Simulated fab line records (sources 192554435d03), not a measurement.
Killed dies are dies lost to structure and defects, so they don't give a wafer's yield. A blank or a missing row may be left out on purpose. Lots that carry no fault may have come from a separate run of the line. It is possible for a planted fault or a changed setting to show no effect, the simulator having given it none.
Chamber matching || flow n5Finfet || N5_MOL_CONTACT_COAG_ETCH_105 on rieDiel-02: 4 sister chambers
The step etches SiARC in CF4, target depth 15.6 nm, time 26 s. 18 wafers are shown with their chamber, then 9 later ones without.

== EACH WAFER AND ITS CHAMBER ==
{"wafer": "L075.1", "chamber": 3, "drypumpMotorCurrentA (A)": 6.1, "showerheadPlenumPTorr (Torr)": 2.06, "throttleValvePct (%)": 16.11}
{"wafer": "L075.4", "chamber": 0, "drypumpMotorCurrentA (A)": 5.9, "showerheadPlenumPTorr (Torr)": 2.04, "throttleValvePct (%)": 15.72}
{"wafer": "L075.5", "chamber": 0, "drypumpMotorCurrentA (A)": 5.9, "showerheadPlenumPTorr (Torr)": 2.04, "throttleValvePct (%)": 15.71}
{"wafer": "L076.1", "chamber": 3, "drypumpMotorCurrentA (A)": 6.1, "showerheadPlenumPTorr (Torr)": 2.06, "throttleValvePct (%)": 16.13}
{"wafer": "L076.2", "chamber": 1, "drypumpMotorCurrentA (A)": 5.0, "showerheadPlenumPTorr (Torr)": 2.06, "throttleValvePct (%)": 15.58}
{"wafer": "L076.4", "chamber": 2, "drypumpMotorCurrentA (A)": 6.1, "showerheadPlenumPTorr (Torr)": 2.22, "throttleValvePct (%)": 15.97}
{"wafer": "L078.3", "chamber": 0, "drypumpMotorCurrentA (A)": 5.9, "showerheadPlenumPTorr (Torr)": 2.04, "throttleValvePct (%)": 15.73}
{"wafer": "L078.5", "chamber": 1, "drypumpMotorCurrentA (A)": 5.0, "showerheadPlenumPTorr (Torr)": 2.06, "throttleValvePct (%)": 15.61}
{"wafer": "L078.6", "chamber": 0, "drypumpMotorCurrentA (A)": 5.9, "showerheadPlenumPTorr (Torr)": 2.04, "throttleValvePct (%)": 15.74}
{"wafer": "L080.3", "chamber": 0, "drypumpMotorCurrentA (A)": 5.9, "showerheadPlenumPTorr (Torr)": 2.04, "throttleValvePct (%)": 15.73}
{"wafer": "L080.5", "chamber": 3, "drypumpMotorCurrentA (A)": 6.1, "showerheadPlenumPTorr (Torr)": 2.05, "throttleValvePct (%)": 16.14}
{"wafer": "L080.6", "chamber": 0, "drypumpMotorCurrentA (A)": 5.9, "showerheadPlenumPTorr (Torr)": 2.04, "throttleValvePct (%)": 15.76}
{"wafer": "L082.1", "chamber": 1, "drypumpMotorCurrentA (A)": 5.0, "showerheadPlenumPTorr (Torr)": 2.06, "throttleValvePct (%)": 15.62}
{"wafer": "L082.4", "chamber": 2, "drypumpMotorCurrentA (A)": 6.2, "showerheadPlenumPTorr (Torr)": 2.22, "throttleValvePct (%)": 16.03}
{"wafer": "L082.5", "chamber": 1, "drypumpMotorCurrentA (A)": 5.0, "showerheadPlenumPTorr (Torr)": 2.06, "throttleValvePct (%)": 15.61}
{"wafer": "L087.1", "chamber": 2, "drypumpMotorCurrentA (A)": 6.1, "showerheadPlenumPTorr (Torr)": 2.21, "throttleValvePct (%)": 16.01}
{"wafer": "L087.3", "chamber": 3, "drypumpMotorCurrentA (A)": 6.1, "showerheadPlenumPTorr (Torr)": 2.05, "throttleValvePct (%)": 16.15}
{"wafer": "L087.5", "chamber": 3, "drypumpMotorCurrentA (A)": 6.1, "showerheadPlenumPTorr (Torr)": 2.05, "throttleValvePct (%)": 16.14}

SIGNATURES (means of the wafers above)
{"reading": "drypumpMotorCurrentA", "chamber 0": 5.900, "chamber 1": 5.000, "chamber 2": 6.133, "chamber 3": 6.100, "scatter within a chamber": 0.0218}
{"reading": "showerheadPlenumPTorr", "chamber 0": 2.0400, "chamber 1": 2.0600, "chamber 2": 2.2167, "chamber 3": 2.0540, "scatter within a chamber": 0.00365}
{"reading": "throttleValvePct", "chamber 0": 15.7317, "chamber 1": 15.6050, "chamber 2": 16.0033, "chamber 3": 16.1340, "scatter within a chamber": 0.0192}
Rule: a wafer lies at a distance from a chamber equal to the root of the sum of squares, over the readings, of (its reading less the chamber's mean, divided by the reading's scatter). The wafer belongs to the nearest chamber; if the next one is less than 2 further off, it can't be placed. How the scatter is found: for the shown wafers, subtract from each reading the mean of its chamber, square and add these, divide the total by (wafers less chambers), then take the root.

== WAFERS WHOSE CHAMBER IS MISSING ==
{"wafer": "L093.1", "drypumpMotorCurrentA (A)": 6.1, "showerheadPlenumPTorr (Torr)": 2.21, "throttleValvePct (%)": 16.06}
{"wafer": "L093.3", "drypumpMotorCurrentA (A)": 5.9, "showerheadPlenumPTorr (Torr)": 2.03, "throttleValvePct (%)": 15.79}
{"wafer": "L093.6", "drypumpMotorCurrentA (A)": 5.9, "showerheadPlenumPTorr (Torr)": 2.03, "throttleValvePct (%)": 15.80}
{"wafer": "L094.2", "drypumpMotorCurrentA (A)": 5.9, "showerheadPlenumPTorr (Torr)": 2.03, "throttleValvePct (%)": 15.82}
{"wafer": "L094.3", "drypumpMotorCurrentA (A)": 5.0, "showerheadPlenumPTorr (Torr)": 2.05, "throttleValvePct (%)": 15.67}
{"wafer": "L094.5", "drypumpMotorCurrentA (A)": 6.1, "showerheadPlenumPTorr (Torr)": 2.05, "throttleValvePct (%)": 16.17}
{"wafer": "L095.3", "drypumpMotorCurrentA (A)": 5.9, "showerheadPlenumPTorr (Torr)": 2.03, "throttleValvePct (%)": 15.80}
{"wafer": "L095.4", "drypumpMotorCurrentA (A)": 5.0, "showerheadPlenumPTorr (Torr)": 2.05, "throttleValvePct (%)": 15.68}
{"wafer": "L095.5", "drypumpMotorCurrentA (A)": 5.9, "showerheadPlenumPTorr (Torr)": 2.03, "throttleValvePct (%)": 15.80}

== WHICH CHAMBER EACH ONE RAN IN ==
{"wafer": "L093.1", "from the rows above": 2, "in truth": 2}
{"wafer": "L093.3", "from the rows above": 0, "in truth": 0}
{"wafer": "L093.6", "from the rows above": 0, "in truth": 0}
{"wafer": "L094.2", "from the rows above": 0, "in truth": 0}
{"wafer": "L094.3", "from the rows above": 1, "in truth": 1}
{"wafer": "L094.5", "from the rows above": 3, "in truth": 3}
{"wafer": "L095.3", "from the rows above": 0, "in truth": 0}
{"wafer": "L095.4", "from the rows above": 1, "in truth": 1}
{"wafer": "L095.5", "from the rows above": 0, "in truth": 0}
Correctly placed: 9 of 9. Number that these rows cannot place: 0. Wrongly placed: 0.
